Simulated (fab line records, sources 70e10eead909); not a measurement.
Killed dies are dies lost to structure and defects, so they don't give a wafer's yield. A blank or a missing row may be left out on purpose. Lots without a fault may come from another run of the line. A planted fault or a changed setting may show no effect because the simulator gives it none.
Chamber matching | flow nand_harc | NHARC_A_BONDPAD_ETCH_24 on rie_diel-07: 4 sister chambers
The step etches the open film in CF4/N2, target depth 30 nm, time 72.99 s. 16 wafers are shown with their chamber, then 8 later ones without.

WAFERS WITH THEIR CHAMBER
wafer  | chamber | rf_vpp_V (V) | oes_product_au (a.u.) | throttle_valve_pct (%)
L838.2 | 0       | 312.0        | 0.984                 | 19.789
L838.3 | 3       | 315.6        | 1.002                 | 19.805
L838.6 | 3       | 316.3        | 1.004                 | 19.795
L843.1 | 3       | 317.0        | 0.994                 | 19.792
L843.3 | 0       | 311.9        | 0.986                 | 19.792
L843.6 | 2       | 313.3        | 1.007                 | 19.794
L844.2 | 2       | 315.7        | 0.997                 | 19.794
L844.4 | 1       | 316.9        | 1.007                 | 19.779
L844.6 | 3       | 315.0        | 0.997                 | 19.779
L846.1 | 0       | 312.6        | 0.994                 | 19.780
L846.2 | 3       | 315.9        | 0.995                 | 19.788
L846.4 | 2       | 314.5        | 1.010                 | 19.791
L851.1 | 0       | 311.9        | 0.992                 | 19.793
L851.2 | 1       | 314.2        | 1.000                 | 19.790
L851.5 | 2       | 315.1        | 0.984                 | 19.800
L856.3 | 2       | 314.2        | 0.986                 | 19.803

SIGNATURES (means of the wafers above)
reading            | chamber 0 | chamber 1 | chamber 2 | chamber 3 | scatter within a chamber
rf_vpp_V           | 312.100   | 315.550   | 314.560   | 315.960   | 0.892
oes_product_au     | 0.98900   | 1.00350   | 0.99680   | 0.99840   | 0.00779
throttle_valve_pct | 19.78850  | 19.78450  | 19.79640  | 19.79180  | 0.00722
Rule: a wafer's distance from a chamber is the root of the sum, over the readings, of the square of ((its reading less the chamber's mean) divided by the reading's scatter). The wafer belongs to the nearest chamber; if the next one is less than 2 further off, it can't be placed. The scatter: the root of (the sum of the squares of (reading less its chamber's mean) over the shown wafers, divided by (wafers less chambers)).

WAFERS WITHOUT THEIR CHAMBER
wafer  | rf_vpp_V (V) | oes_product_au (a.u.) | throttle_valve_pct (%)
L856.4 | 311.1        | 0.995                 | 19.787
L856.6 | 314.5        | 0.991                 | 19.815
L859.3 | 314.6        | 1.000                 | 19.793
L859.4 | 315.9        | 1.001                 | 19.812
L859.6 | 315.1        | 0.990                 | 19.794
L858.2 | 312.3        | 1.000                 | 19.787
L858.3 | 316.6        | 1.009                 | 19.811
L858.6 | 316.6        | 1.002                 | 19.797

WHICH CHAMBER EACH WENT THROUGH
wafer  | from the rows above               | in truth
L856.4 | 0                                 | 0
L856.6 | can't be placed: 2 or 3 or 0 or 1 | 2
L859.3 | can't be placed: 2 or 3 or 1      | 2
L859.4 | can't be placed: 2 or 3 or 1      | 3
L859.6 | can't be placed: 2 or 3 or 1      | 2
L858.2 | can't be placed: 0 or 2           | 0
L858.3 | can't be placed: 3 or 2 or 1      | 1
L858.6 | can't be placed: 3 or 1 or 2      | 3
Placed correctly: 1 of 8. Can't be placed from these rows: 7 (the true chamber is among the candidates in 7). Placed wrongly: 0.
